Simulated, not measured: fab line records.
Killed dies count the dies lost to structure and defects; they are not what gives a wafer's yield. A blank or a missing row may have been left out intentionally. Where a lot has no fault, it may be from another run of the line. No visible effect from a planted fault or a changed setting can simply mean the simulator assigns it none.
Chamber matching    flow nand harc    NHARC_A_STAIRCASE_DESCUM_186 on rie diel-08 has 4 sister chambers
The step chemistry O2, time 3 s. 8 wafers are shown with their chamber, then 8 later ones without.

EACH WAFER AND ITS CHAMBER
wafer   chamber  drypump motor current A (A)  showerhead plenum p Torr (Torr)
L075.2  2        5.4                          1.86
L081.3  1        6.2                          1.92
L084.3  2        5.5                          1.85
L084.5  3        6.2                          1.78
L090.1  0        4.9                          1.76
L090.2  1        6.2                          1.91
L090.4  3        6.2                          1.78
L092.4  0        4.9                          1.76

WAFERS WITHOUT THEIR CHAMBER
wafer   drypump motor current A (A)  showerhead plenum p Torr (Torr)
L092.5  5.4                          1.84
L092.6  6.2                          1.91
L096.1  6.2                          1.91
L096.4  6.3                          2.08
L096.6  4.9                          2.08
L097.1  4.9                          2.07
L097.3  5.4                          1.84
L097.4  6.2                          1.91

THE CHAMBER EACH PASSED THROUGH
wafer    from the rows above       in truth
L092.5   2                         2
L092.6   1                         1
L096.1   1                         1
L096.4   1                         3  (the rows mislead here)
L096.6   can't be placed: 2 or 1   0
L097.1   2                         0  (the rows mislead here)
L097.3   2                         2
L097.4   1                         1
Correctly placed: 5 of 8. Can't be placed from these rows: 1 (the true chamber is among the candidates in 0). Placed wrongly: 2.
How it was worked out, from the rows above alone: a wafer's distance from a chamber is the root of the sum, over the readings, of the square of ((its reading less the chamber's mean) divided by the reading's scatter). If the next closest chamber is less than 2 further off than the closest, the wafer can't be placed; otherwise it belongs to the closest. For every chamber, the mean is computed from those of its wafers that are shown. The scatter: the root of (the sum of the squares of (reading less its chamber's mean) over the shown wafers, divided by (wafers less chambers)).
